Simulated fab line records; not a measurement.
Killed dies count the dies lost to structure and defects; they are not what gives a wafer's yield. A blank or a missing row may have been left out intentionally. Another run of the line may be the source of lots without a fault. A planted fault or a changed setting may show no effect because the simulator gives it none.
fab line records	flow n5_finfet
record: lots: 7	wafers: 39
route steps=1938 shown FIN_SAQP@102 DUMMY_GATE@243 SD_EPI_N@288 SD_EPI_P@321 HKMG_FIN@435 MOL_CONTACT_COAG@586 BEOL_M4@1111
start_h: hours from the record's opening day to when the first of the lot's shown wafers began	wait_h: how many hours have passed since the lot's step before this one	" the same as in the row above	L1.1+2: a single row standing in for several wafers	- either no value or no given start	* or withheld: withheld	< > ~ a bound
route shown NAME@n: names a module that has steps shown in the file, with the first one's number in the route	usual: mean/standard deviation of fault-free wafers	same: alike in all rows	chamber/n: place in a boat	sites: the reading at each site	_std_site: the values' standard deviation	_edge_site: mean of outer sites minus mean of inner sites	radius_mm: for every site, how far away it sits from the centre of the wafer	mask NAME#n: copy n	behind: the last tool/chamber to shape the wafer	hold: what put the lot on hold/how long, in hours/how the hold closed	device: which transistor (n, p or np) failed to switch	end of line: at the end of the route, the tests of the same wafers	step lacking rows: just its recipe	killed: at the first sort, the dies lost to defects and structure; wafer yield is something else	map: a wafer's dies, marking killed ones x, the rest . and places with no die _
set.NAME: the setting the step ran with; set.NAME@STEP: the setting that earlier step ran with	model.NAME: the simulator's own value behind a step, which no gauge read
lots whose settings were changed on purpose; a table a step, a row a wafer
== steps ==
step: N5_FIN_SAQP_HM_DEP_72
recipe: material: SiO2	target_thk_a: 120	temp_c: 400	precursor: SiH4/N2O	pressure_torr: 0.75	rf_w: 275	time_s: 7.2
step: N5_DUMMY_GATE_ETCH_31
recipe: chemistry: C4F6/O2	target: SiO2	mask_material: SOC	target_depth_a: 825	time_s: 27.5	ion_energy_ev: 250	pressure_mtorr: 30	source_w: 345	bias_w: 185	Ar_flow_sccm: 300	C4F6_flow_sccm: 10	O2_flow_sccm: 10
step: N5_DUMMY_GATE_ETCH_32
recipe: chemistry: CF4	target: SiO2	target_depth_a: 35	time_s: 3.9	ion_energy_ev: 350	pressure_mtorr: 10	icp_w: 800	bias_w: 400	cf4_flow_sccm: 80
step: N5_SD_EPI_N_EPI_21
recipe: material: Si:P	dopant: P	temp_c: 680	pressure_torr: 255	time_s: 690
step: N5_SD_EPI_P_EPI_21
recipe: material: SiGe:B	dopant: B	temp_c: 550	pressure_torr: 20	ambient: H2	time_s: 355
step: N5_HKMG_FIN_ETCH_32
recipe: chemistry: N2/H2	target: SOC	target_depth_a: 2400	temp_c: 40	time_s: 300	ion_energy_ev: 200	mask_material: SiARC	pressure_mtorr: 30	source_w: 840	bias_w: 150	n2_flow_sccm: 200	h2_flow_sccm: 200
step: N5_MOL_CONTACT_COAG_VIA_ETCH_46
recipe: chemistry: C4F6/O2	target_depth_a: 460	overetch_a: 92	mask_material: SOC	target: SiO2	bias_w: 455	pressure_mtorr: 10	time_s: 40	source_w: 325	Ar_flow_sccm: 300	C4F6_flow_sccm: 10	O2_flow_sccm: 10	ion_energy_ev: 575.3	ends: end_point
step: N5_MOL_CONTACT_COAG_ETCH_47
recipe: chemistry: CH3F/O2	target: SiNx	target_depth_a: 270	mask_material: SiO2	stop_on: W	over_etch_frac: 0.2	ion_energy_ev: 120	endpoint: OES-CN	pressure_mtorr: 30	source_w: 395	bias_w: 73	Ar_flow_sccm: 150	CH3F_flow_sccm: 30	O2_flow_sccm: 20	ends: end_point
step: N5_BEOL_M4_RC_MEAS_101
usual: RC_DENSE_P: 23.6/0.46	RC_P: 19.2/0.36	REXT_P: 100.6/2.6	RS_SD_N: 28.3/0.38	RS_SD_P: 65.9/1.3
lot.wafer	tool	chamber	start_h	wait_h	set.time_s@FIN_SAQP_HM_DEP_72	set.target_depth_a@DUMMY_GATE_ETCH_31	set.time_s@DUMMY_GATE_ETCH_32	set.dopant_conc_cm3@SD_EPI_N_EPI_21	set.dopant_conc_cm3@SD_EPI_P_EPI_21	set.bias_w@HKMG_FIN_ETCH_32	set.bias_w@MOL_CONTACT_COAG_VIA_ETCH_46	set.source_w@MOL_CONTACT_COAG_ETCH_47	RC_DENSE_P[ohm.um]	RC_P[ohm.um]	REXT_P[ohm.um]	RS_SD_N[ohm/sq]	RS_SD_P[ohm/sq]
L079.1	prober-01	0	208.44	0.0	7.2	857.7	4.812	2e+21	3e+20	150	455	395	23.7	19.3	95.6	28.0	66.1
L079.2	"	0	"	"	6.904	857.7	4.812	2e+21	3e+20	150	526.5	395	23.8	19.3	95.0	28.1	64.9
L079.3	"	0	"	"	6.904	825	3.9	2e+21	3e+20	177.4	455	395	23.6	19.3	94.9	28.2	65.1
L079.4	"	0	"	"	7.2	857.7	3.9	2e+21	3e+20	177.4	526.5	395	24.0	19.4	97.8	28.0	65.9
L079.5	"	0	"	"	6.904	825	3.9	2e+21	3e+20	150	455	395	23.7	19.5	95.0	28.4	64.6
L079.6	"	0	"	"	7.2	825	4.812	2e+21	3e+20	177.4	526.5	395	23.7	19.4	94.5	28.3	64.8
L078.1	prober-01	0	213.05	0.0	6.228	825	3.9	2.219e+21	3e+20	150	455	450.7	24.2	19.6	104.2	28.0	66.1
L078.2	"	0	"	"	7.2	825	3.9	2e+21	3e+20	126.7	455	395	23.2	19.0	105.3	28.3	66.4
L078.3	"	0	"	"	6.228	872.5	3.9	2e+21	3e+20	126.7	455	450.7	23.6	19.4	102.5	28.7	65.3
L078.4	"	0	"	"	7.2	872.5	3.9	2.219e+21	3e+20	126.7	511.6	395	23.4	19.2	103.1	28.0	66.0
L078.5	"	0	"	"	7.2	825	3.9	2e+21	3e+20	150	511.6	395	23.4	19.2	104.3	28.4	66.0
L078.6	"	0	"	"	6.228	872.5	3.9	2.219e+21	3e+20	150	511.6	450.7	23.5	19.0	102.9	27.6	66.3
L086.1	prober-01	0	249.16	0.0	6.289	825	3.9	2e+21	3e+20	150	489.8	395	23.6	19.3	97.3	28.0	64.8
L086.2	"	0	"	"	7.2	918.9	3.9	1.804e+21	3.187e+20	150	455	366.7	22.7	18.7	91.6	28.6	61.8
L086.3	"	0	"	"	6.289	918.9	4.82	1.804e+21	3.187e+20	137.2	489.8	395	22.5	18.5	93.3	28.8	61.3
L086.4	"	0	"	"	6.289	918.9	3.9	2e+21	3e+20	137.2	489.8	366.7	23.4	19.2	97.6	28.4	63.5
L086.5	"	0	"	"	7.2	825	4.82	1.804e+21	3e+20	150	455	395	23.0	18.9	95.0	29.2	64.1
L086.6	"	0	"	"	7.2	825	4.82	2e+21	3.187e+20	137.2	455	366.7	22.7	18.6	92.8	28.9	61.3
L085.1	prober-01	0	266.27	0.0	7.2	825	3.9	2.122e+21	2.615e+20	150	455	395	26.6	21.8	119.2	28.1	76.4
L085.2	"	0	"	"	6.465	825	3.9	2e+21	2.615e+20	150	455	395	27.4	22.1	119.6	28.1	76.0
L085.3	"	0	"	"	6.465	725.7	3.9	2.122e+21	2.615e+20	150	455	395	26.8	21.8	119.7	27.5	78.0
L085.4	"	0	"	"	6.465	725.7	3.9	2e+21	3e+20	150	455	395	24.6	20.1	107.5	28.5	67.5
L085.5	"	0	"	"	7.2	725.7	3.9	2e+21	3e+20	150	455	395	23.9	19.5	106.5	28.4	68.6
L085.6	"	0	"	"	7.2	825	3.9	2.122e+21	3e+20	150	455	395	24.1	19.7	107.9	27.5	68.4
L090.1	prober-02	0	276.64	0.0	7.2	825	3.9	2e+21	3e+20	150	455	343.1	23.7	19.2	98.7	28.5	64.2
L090.2	"	0	"	"	6.223	825	3.9	1.892e+21	3e+20	150	455	395	23.7	19.4	99.6	28.8	64.3
L090.3	"	0	"	"	6.223	825	3.9	1.892e+21	3e+20	150	514.2	343.1	23.5	19.2	99.6	28.9	64.2
L090.4	"	0	"	"	7.2	825	3.9	1.892e+21	3e+20	150	455	395	23.4	19.3	98.0	28.3	64.5
L090.5	"	0	"	"	7.2	825	3.9	2e+21	3e+20	150	514.2	343.1	23.8	19.2	99.8	27.8	65.0
L090.6	"	0	"	"	6.223	825	3.9	2e+21	3e+20	150	514.2	395	23.7	19.1	98.7	27.8	64.5
L093.1	prober-01	0	305.26	0.0	7.2	825	3.9	2e+21	3e+20	150	455	395	23.7	19.4	99.3	28.6	63.4
L093.2	"	0	"	"	7.2	825	3.9	2e+21	3e+20	150	455	395	23.3	19.1	98.9	28.6	63.9
L093.6	"	0	"	"	7.2	825	3.9	2e+21	3e+20	150	455	395	23.8	19.4	98.7	28.7	64.0
L097.1	prober-02	0	334.64	0.0	7.2	825	3.9	2.236e+21	3e+20	137.8	455	395	23.0	18.8	99.9	26.8	63.8
L097.2	"	0	"	"	7.2	825	3.9	2.236e+21	3.402e+20	150	455	395	21.9	18.0	92.4	27.3	57.8
L097.3	"	0	"	"	8.241	825	3.9	2e+21	3.402e+20	137.8	455	358.9	21.1	17.3	91.2	28.0	58.6
L097.4	"	0	"	"	8.241	732.6	3.9	2e+21	3e+20	150	455	358.9	23.3	19.0	99.7	28.2	63.8
L097.5	"	0	"	"	8.241	732.6	3.9	2.236e+21	3.402e+20	150	455	358.9	21.3	17.5	92.9	27.5	57.9
L097.6	"	0	"	"	7.2	732.6	3.9	2e+21	3e+20	137.8	455	395	23.3	19.0	100.0	27.8	63.8
== key ==
split: step: N5_FIN_SAQP_HM_DEP_72	setting: time_s	stated_as: 7.2
response none clear
split: step: N5_DUMMY_GATE_ETCH_31	setting: target_depth_a	stated_as: 825
response none clear
split: step: N5_DUMMY_GATE_ETCH_32	setting: time_s	stated_as: 3.9
response none clear
split: step: N5_SD_EPI_N_EPI_21	setting: dopant_conc_cm3	stated_as: 2e+21
response: step: N5_BEOL_M4_RC_MEAS_101	reading: RS_SD_N	slope: -0.0582	per: 1%	together_with: all	explained: 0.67
split: step: N5_SD_EPI_P_EPI_21	setting: dopant_conc_cm3	stated_as: 3e+20
response: step: N5_BEOL_M4_RC_MEAS_101	reading: RS_SD_P	slope: -0.542	per: 1%	together_with: all	explained: 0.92
response: step: N5_BEOL_M4_RC_MEAS_101	reading: REXT_P	slope: -0.749	per: 1%	together_with: all	explained: 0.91
response: step: N5_BEOL_M4_RC_MEAS_101	reading: RC_P	slope: -0.124	per: 1%	together_with: all	explained: 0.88
response: step: N5_BEOL_M4_RC_MEAS_101	reading: RC_DENSE_P	slope: -0.162	per: 1%	together_with: all	explained: 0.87
split: step: N5_HKMG_FIN_ETCH_32	setting: bias_w	stated_as: 150
response none clear
split: step: N5_MOL_CONTACT_COAG_VIA_ETCH_46	setting: bias_w	stated_as: 455
response none clear
split: step: N5_MOL_CONTACT_COAG_ETCH_47	setting: source_w	stated_as: 395
response none clear
